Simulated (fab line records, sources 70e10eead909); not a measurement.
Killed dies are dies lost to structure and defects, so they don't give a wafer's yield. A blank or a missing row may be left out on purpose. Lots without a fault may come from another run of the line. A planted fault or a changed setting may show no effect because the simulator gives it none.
Which tool did it? | flow nand_harc | 11 lots, 33 wafers sampled, at 6 steps of a route of 1302

WHAT THE GAUGES READ, wafer by wafer
NHARC_P_ZERO_WELL_CD_MEAS_37: target cd 720 nm.
lot  | measured     | on        | cd_nm (nm)
L437 | day 2 10:13  | cd_sem-01 | 721.9 718.4 719.3
L439 | day 3 06:07  | cd_sem-01 | 719.4 720.2 719.9
L440 | day 3 16:16  | cd_sem-01 | 721.4 720.2 718.9
L443 | day 5 02:10  | cd_sem-01 | 688.9 690.6 688.8
L451 | day 8 06:09  | cd_sem-02 | 721.9 720.6 722.4
L452 | day 8 16:14  | cd_sem-01 | 719.4 720.5 717.4
L453 | day 9 02:05  | cd_sem-01 | 723.9 724.1 722.3
L454 | day 9 12:13  | cd_sem-02 | 720.1 719.1 720.3
L456 | day 10 08:13 | cd_sem-01 | 721.1 722.8 722.8
L458 | day 11 04:13 | cd_sem-01 | 719.8 719.0 720.6
L459 | day 11 14:01 | cd_sem-02 | 722.2 718.4 718.3

NHARC_END_SORT_01.
lot  | measured     | on        | killed_at_array | killed_at_other | killed_at_periphery | killed_dies | killed_open | killed_short
L453 | day 31 18:06 | prober-01 | 42 29 31        | 0 0 0           | 4 8 5               | 46 37 36    | 4 3 1       | 6 2 1

WHICH TOOL RAN EACH LOT (tool, then ch and the chambers of the sampled wafers, then the start)
lot  | NHARC_P_ZERO_WELL_DESCUM_13        | NHARC_P_ZERO_WELL_DESCUM_26        | NHARC_P_ZERO_WELL_EXPOSE_34       | NHARC_P_STI_ETCH_31
L437 | rie_diel-11 ch 0,1,2, day 2 07:24  | rie_diel-09 ch 0,2,3, day 2 08:45  | krf_scanner-02 ch 0, day 2 10:03  | rie_diel-02 ch 0,1,2, no start
L439 | rie_diel-13 ch 0,2,3, day 3 03:17  | rie_diel-11 ch 0,1,3, day 3 04:38  | krf_scanner-04 ch 0, day 3 05:58  | rie_diel-01 ch 1,2,3, no start
L440 | rie_diel-11 ch 0,1,2, day 3 13:25  | rie_diel-11 ch 1,3, day 3 14:44    | krf_scanner-01 ch 0, day 3 16:07  | rie_diel-12 ch 0,2,3, no start
L443 | rie_diel-09 ch 0,2,3, day 4 19:19  | rie_diel-13 ch 1,2,3, day 4 20:50  | krf_scanner-02 ch 0, day 5 02:00  | rie_diel-02 ch 0,2,3, no start
L451 | rie_diel-09 ch 1,2,3, day 8 03:17  | rie_diel-11 ch 0,1, day 8 04:40    | krf_scanner-02 ch 0, day 8 06:00  | rie_diel-02 ch 1,2,3, no start
L452 | rie_diel-09 ch 1,2,3, day 8 13:25  | rie_diel-11 ch 0,1,3, day 8 14:53  | krf_scanner-02 ch 0, day 8 16:06  | rie_diel-02 ch 0,1, no start
L453 | rie_diel-13 ch 0,2,3, day 8 23:16  | rie_diel-09 ch 0,1, day 9 00:37    | krf_scanner-01 ch 0, day 9 01:56  | rie_diel-12 ch 0,1,2, day 31 18:06 or earlier
L454 | rie_diel-13 ch 1,2, day 9 09:23    | rie_diel-09 ch 0,1,3, day 9 10:45  | krf_scanner-04 ch 0, day 9 12:04  | rie_diel-01 ch 0,1,2, no start
L456 | rie_diel-11 ch 0,1,3, day 10 05:24 | rie_diel-11 ch 0,1,3, day 10 06:44 | krf_scanner-02 ch 0, day 10 08:04 | rie_diel-01 ch 1,2,3, no start
L458 | rie_diel-09 ch 0,3, day 11 01:24   | rie_diel-13 ch 2,3, day 11 02:44   | krf_scanner-02 ch 0, day 11 04:04 | rie_diel-02 ch 1,3, no start
L459 | rie_diel-09 ch 0,1,2, day 11 11:24 | rie_diel-09 ch 1,2,3, day 11 12:37 | krf_scanner-02 ch 0, day 11 13:51 | rie_diel-01 ch 0,2,3, no start
- NHARC_P_ZERO_WELL_DESCUM_13: chemistry O2, time 3 s.
- NHARC_P_ZERO_WELL_DESCUM_26: chemistry O2, time 3 s.
- NHARC_P_ZERO_WELL_EXPOSE_34: exposes mask P PWELL, target cd 720 nm.
- NHARC_P_STI_ETCH_31: etches the open film in CF4/CHF3, target depth 108.9 nm, time 54.5 s.

WHAT THE TOOLS THEMSELVES READ (means of the sampled wafers that have a number; where no wafer has one, the mark that the record gives instead)
NHARC_P_ZERO_WELL_DESCUM_13.
lot  | tool        | drypump_motor_current_A (A) | oes_product_au (a.u.) | rf_vpp_V (V) | showerhead_plenum_p_Torr (Torr) | throttle_valve_pct (%)
L437 | rie_diel-11 | 6.0                         | 0.989                 | 57.1         | 1.92                            | 11.300
L439 | rie_diel-13 | 5.7                         | 0.981                 | 57.6         | 1.98                            | 11.304
L440 | rie_diel-11 | 6.0                         | 0.986                 | 58.4         | 1.92                            | 11.312
L443 | rie_diel-09 | 5.5                         | 1.003                 | 57.1         | 1.89                            | 11.313
L451 | rie_diel-09 | 6.0                         | 1.012                 | 57.8         | 1.93                            | 11.311
L452 | rie_diel-09 | 6.0                         | 1.009                 | 58.0         | 1.93                            | 11.314
L453 | rie_diel-13 | 5.7                         | 0.998                 | 58.6         | 1.96                            | 11.310
L454 | rie_diel-13 | 5.9                         | 0.990                 | 57.2         | 1.96                            | 11.312
L456 | rie_diel-11 | 5.4                         | 0.991                 | 57.4         | 1.86                            | 11.312
L458 | rie_diel-09 | 5.0                         | 1.001                 | 57.9         | 1.88                            | 11.305
L459 | rie_diel-09 | 6.0                         | 1.003                 | 58.4         | 1.94                            | 11.309

NHARC_P_ZERO_WELL_DESCUM_26.
lot  | tool        | drypump_motor_current_A (A) | oes_product_au (a.u.) | rf_vpp_V (V) | showerhead_plenum_p_Torr (Torr) | throttle_valve_pct (%)
L437 | rie_diel-09 | 5.6                         | 1.011                 | 57.7         | 1.90                            | 11.309
L439 | rie_diel-11 | 5.4                         | 0.991                 | 57.7         | 1.88                            | 11.315
L440 | rie_diel-11 | 5.3                         | 0.996                 | 57.8         | 1.84                            | 11.308
L443 | rie_diel-13 | 5.6                         | 0.997                 | 58.5         | 1.98                            | 11.310
L451 | rie_diel-11 | 5.5                         | 0.996                 | 57.6         | 1.90                            | 11.310
L452 | rie_diel-11 | 5.4                         | 0.985                 | 58.1         | 1.87                            | 11.306
L453 | rie_diel-09 | 5.6                         | 1.011                 | 56.7         | 1.95                            | 11.303
L454 | rie_diel-09 | 5.5                         | 1.005                 | 58.0         | 1.94                            | 11.311
L456 | rie_diel-11 | 5.4                         | 0.998                 | 58.3         | 1.86                            | 11.324
L458 | rie_diel-13 | 5.7                         | 0.998                 | 58.2         | 1.99                            | 11.308
L459 | rie_diel-09 | 6.0                         | 1.003                 | 57.5         | 1.93                            | 11.307

NHARC_P_STI_ETCH_31.
lot  | tool        | cf4_flow_sccm (sccm) | drypump_motor_current_A (A) | oes_product_au (a.u.) | rf_vpp_V (V) | showerhead_plenum_p_Torr (Torr) | throttle_valve_pct (%)
L437 | rie_diel-02 | 100.10               | 5.6                         | 0.964                 | 370.4        | 1.58                            | 16.801
L439 | rie_diel-01 | 99.70                | 6.0                         | 0.947                 | 372.4        | 1.64                            | 16.800
L440 | rie_diel-12 | 99.87                | 6.0                         | 0.967                 | 370.4        | 1.55                            | 16.798
L443 | rie_diel-02 | 99.93                | 5.6                         | 0.970                 | 370.8        | 1.57                            | 16.805
L451 | rie_diel-02 | 100.00               | 5.8                         | 0.963                 | 371.4        | 1.59                            | 16.787
L452 | rie_diel-02 | 99.86                | 5.7                         | 0.963                 | 371.1        | 1.58                            | 16.805
L453 | rie_diel-12 | 99.75                | 5.5                         | 0.974                 | 369.4        | 1.52                            | 16.802
L454 | rie_diel-01 | 99.90                | 5.9                         | 0.970                 | 372.0        | 1.61                            | 16.804
L456 | rie_diel-01 | 99.72                | 6.0                         | 0.974                 | 373.3        | 1.64                            | 16.800
L458 | rie_diel-02 | 99.80                | 6.0                         | 0.949                 | 372.6        | 1.61                            | 16.804
L459 | rie_diel-01 | 99.96                | 6.1                         | 0.976                 | 370.4        | 1.58                            | 16.802

THE ANSWER, worked out from the rows above alone
Rule: what is usual is taken from the lots themselves. Put in order of their means at a reading, lots are off if they are a third of the lots or fewer, leave a main group of 4 or more, and stand apart from it by a gap of 3 or more times the standard deviation of the main group's means; of several such gaps the widest counts. A main group whose means are all the same, to the digits that the tables above print for the reading, isn't used. A lot without any number at a reading at which 4 lots or more have one is off too. The other lots that the step has rows for count as sound. The gauges are gone through in route order, then the tools' own readings, and for those a lot's mean is taken as printed above. The first step at which some lot is off is used, and at that step the reading that is off furthest; a lot without a number counts as furthest.
Off: L443, at NHARC_P_ZERO_WELL_CD_MEAS_37 (cd_nm). The main group: mean 720.6 nm, standard deviation 1.3.
A tool fits if, at a process step before that reading, it ran every lot that is off, and no sound lot after the first of them. The gauges at NHARC_P_ZERO_WELL_CD_MEAS_37 are tried like those tools. None of those tried fits.

WHAT THE SIMULATOR HAD PUT IN
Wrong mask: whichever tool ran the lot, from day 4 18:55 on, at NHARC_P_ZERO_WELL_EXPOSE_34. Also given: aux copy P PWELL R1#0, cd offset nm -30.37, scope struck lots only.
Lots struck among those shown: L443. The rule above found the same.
